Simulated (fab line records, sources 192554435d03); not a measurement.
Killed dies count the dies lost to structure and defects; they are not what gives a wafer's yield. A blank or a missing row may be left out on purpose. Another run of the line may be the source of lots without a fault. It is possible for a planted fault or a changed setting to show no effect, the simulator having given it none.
What tool caused it? ; flow n5_finfet ; 30 wafers from 10 lots sampled at 2 of the route's 1938 steps

## WHAT THE GAUGES SHOWED, per wafer
N5_BEOL_M10_OVL_MEAS_29. Usual: for V9_OVL the level is 0.5 nm and the standard deviation is 0.7.
lot;measured;on;V9_OVL (nm);flag
L412;day 10 08:08;overlay-02;2.0 0.8 0.9;
L413;day 10 15:43;overlay-01;0.1 0.3 0.5;
L417;day 11 16:55;overlay-01;1.0 1.0 0.9;
L418;day 13 01:59;overlay-02;0.4 0.6 0.2;
L424;day 14 03:46;overlay-01;0.9 0.7 0.6;
L422;day 14 06:44;overlay-01;1.6 1.4 0.4;
L432;day 15 14:46;overlay-02;1.0 1.2 1.2;
L434;day 16 06:12;overlay-02;0.1 0.1 0.5;
L431;day 16 07:29;overlay-02;-0.2 1.2 1.0;
L433;day 16 12:43;overlay-02;0.5 1.0 0.4;

## TOOL THAT RAN EACH LOT (tool first, then ch and the chambers of the sampled wafers, then the start)
lot;N5_BEOL_M10_DESCUM_16
L412;rie_diel-06 ch 0,1, day 10 07:05
L413;rie_diel-06 ch 0,1, day 10 13:14
L417;rie_diel-02 ch 0,1,3, day 11 16:02
L418;rie_diel-05 ch 0,1,3, day 12 23:56
L424;rie_diel-05 ch 1,2,3, day 14 01:21
L422;rie_diel-05 ch 1,2,3, day 14 05:23
L432;rie_diel-06 ch 0,2,3, day 15 11:38
L434;rie_diel-02 ch 1,3, day 16 05:22
L431;rie_diel-05 ch 0,1,2, day 16 06:29
L433;rie_diel-02 ch 0,2,3, day 16 10:25
- N5_BEOL_M10_DESCUM_16: chemistry O2, time 7.9 s.

## AS READ BY THE TOOLS THEMSELVES (means over the sampled wafers that have a number; for cases with no such wafer, the mark the record gives instead)
N5_BEOL_M10_DESCUM_16. Usual: drypump_motor_current_A 5.9 A, standard deviation 0.58; oes_product_au 0.76 a.u., standard deviation 0.084; rf_fwd_power_W 49.43 W, standard deviation 0.22; rf_vpp_V 243.1 V, standard deviation 1.4; showerhead_plenum_p_Torr 2.08 Torr, standard deviation 0.065; throttle_valve_pct 20.45 %, standard deviation 0.28.
lot;tool;drypump_motor_current_A (A);oes_product_au (a.u.);rf_fwd_power_W (W);rf_vpp_V (V);showerhead_plenum_p_Torr (Torr);throttle_valve_pct (%);flag
L412;rie_diel-06;5.7;0.69;49.41;240.8;1.97;20.72;
L413;rie_diel-06;5.6;0.69;49.46;241.1;1.98;20.83;
L417;rie_diel-02;6.0;0.76;49.36;243.2;2.12;20.48;
L418;rie_diel-05;6.1;0.78;49.51;243.8;2.07;20.27;
L424;rie_diel-05;6.1;0.74;49.41;242.6;2.06;20.44;
L422;rie_diel-05;6.1;0.74;49.20;242.1;2.06;20.45;
L432;rie_diel-06;5.2;0.85;49.45;243.8;2.11;20.31;
L434;rie_diel-02;6.4;0.83;49.40;243.4;2.14;20.24;
L431;rie_diel-05;6.5;0.81;49.32;242.4;2.07;20.34;
L433;rie_diel-02;5.8;0.79;49.36;243.5;2.07;20.50;

## THE ANSWER, worked out from the rows above alone
Rule: a lot is off if the mean of its wafers that have a number lies more than 3 standard deviations from the usual mean. Also off: a lot with no number at a reading for which 4 or more lots have one. The other lots that the step has rows for count as sound. Order of review: gauges by route order, followed by the tools' own readings, for which a lot's mean as printed above is used. At the first step where some lot is off, the reading lying furthest off is the one used; lots without a number count as furthest.
Across all readings shown, no lot is off: no conclusion can be drawn from this.

## WHAT THE SIMULATOR HAD INSERTED
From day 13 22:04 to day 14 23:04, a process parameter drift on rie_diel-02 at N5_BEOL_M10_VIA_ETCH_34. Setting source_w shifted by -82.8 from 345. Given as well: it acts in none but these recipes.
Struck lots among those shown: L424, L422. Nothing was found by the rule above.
